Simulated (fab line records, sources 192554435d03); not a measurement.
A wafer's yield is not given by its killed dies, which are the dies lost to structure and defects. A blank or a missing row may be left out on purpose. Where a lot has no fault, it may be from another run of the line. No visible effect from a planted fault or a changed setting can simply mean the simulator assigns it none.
Split-lot trial | flow n5-finfet | route with 1938 steps; 7 lots, 21 wafers read

ABOUT THE SPLIT
At N5_SD_EPI_P_ETCH_37 (etches SOC in N2/H2, overetch 108 nm, time 486 s), the setting source-w was moved away from the recipe's 3000 W on 6 of the 21 wafers read, by -16.7% to +9.9%. For the rest of the wafers, this setting stayed at what the recipe calls for.

Reading taken at the split's own step.

THE READING
rf-vpp-V, in V, at N5_SD_EPI_P_ETCH_37 (etches SOC in N2/H2, overetch 108 nm, time 486 s). Typical for fault-free wafers on this fab line: 240.7 V, with standard deviation 1.3 V.

wafer  | tool, chamber at the split | source-w as run, W | against the recipe | rf-vpp-V, V | against lot-mates on the recipe
L077.1 | rie-diel-05, 0             | 3000               | recipe             | 239.8       | -
L077.4 | rie-diel-05, 2             | 2499               | -16.7%             | 256.9       | +17.1
L077.6 | rie-diel-05, 1             | 2499               | -16.7%             | 253.6       | +13.8
L079.3 | rie-diel-03, 1             | 3000               | recipe             | 241.9       | -
L079.5 | rie-diel-03, 3             | 3000               | recipe             | 240.7       | -
L079.6 | rie-diel-03, 0             | 3000               | recipe             | 241.0       | -
L080.2 | rie-diel-03, 3             | 3000               | recipe             | 241.4       | -
L080.3 | rie-diel-03, 0             | 3000               | recipe             | 242.9       | -
L080.4 | rie-diel-03, 2             | 3000               | recipe             | 240.8       | -
L083.3 | rie-diel-05, 0             | 3000               | recipe             | 241.9       | -
L083.4 | rie-diel-05, 3             | 2587               | -13.8%             | 254.4       | +13.2
L083.5 | rie-diel-05, 0             | 3000               | recipe             | 240.4       | -
L085.1 | rie-diel-05, 1             | 3297               | +9.9%              | 231.3       | -11.7
L085.5 | rie-diel-05, 3             | 3000               | recipe             | 243.0       | -
L085.6 | rie-diel-05, 0             | 3297               | +9.9%              | 233.4       | -9.6
L088.1 | rie-diel-03, 2             | 2549               | -15.0%             | 254.8       | +14.2
L088.5 | rie-diel-03, 3             | 3000               | recipe             | 241.0       | -
L088.6 | rie-diel-03, 2             | 3000               | recipe             | 240.1       | -
L090.1 | rie-diel-05, 1             | 3000               | recipe             | 238.3       | -
L090.3 | rie-diel-05, 2             | 3000               | recipe             | 240.6       | -
L090.4 | rie-diel-05, 3             | 3000               | recipe             | 242.2       | -

FIT RESULTS
A straight line over all 21 wafers: rf-vpp-V changes by -0.885 V for each +1% of source-w; r = -0.98; the points scatter about the line by 1.3 V.
The same after taking each lot's own level away (the mean of its wafers on the recipe; 21 wafers): -0.968 V for each +1%; r = -0.99; scatter 1.1 V.
That fit puts the effect of the largest move of source-w on the reading at 16 V.
Across the lots, their own levels run from 239.80 to 243.00 V, a range of 2.5 times the standard deviation given above.
The two slopes are in agreement: the lot-to-lot level therefore moves the slope only a little.
Check: +15.6 V against its lot-mates is what the line predicts for one of the wafers moved furthest among these (-16.7%) when that wafer is left out of the fit. It came out at +17.1 V against them.
Tool readings at the split's step, against how far the setting was moved: rf-vpp-V r = -0.98.

ADDITIONAL SPLITS CARRIED BY THESE WAFERS
Before the reading, these wafers also passed through other splits. Each is held against what the fit with the lots' levels taken away leaves over:
other split on the same wafers | wafers away from the commonest value | r with rf-vpp-V (lot level and that fit taken away)
N5_DUMMY_GATE_ETCH_37 source-w | 9                                    | -0.34
N5_SD_EPI_P_COAT_35 spin-rpm   | 7                                    | +0.15

FILE'S OWN FIT
rf-vpp-V changes by -0.959 V for each +1% of source-w, r = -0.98.
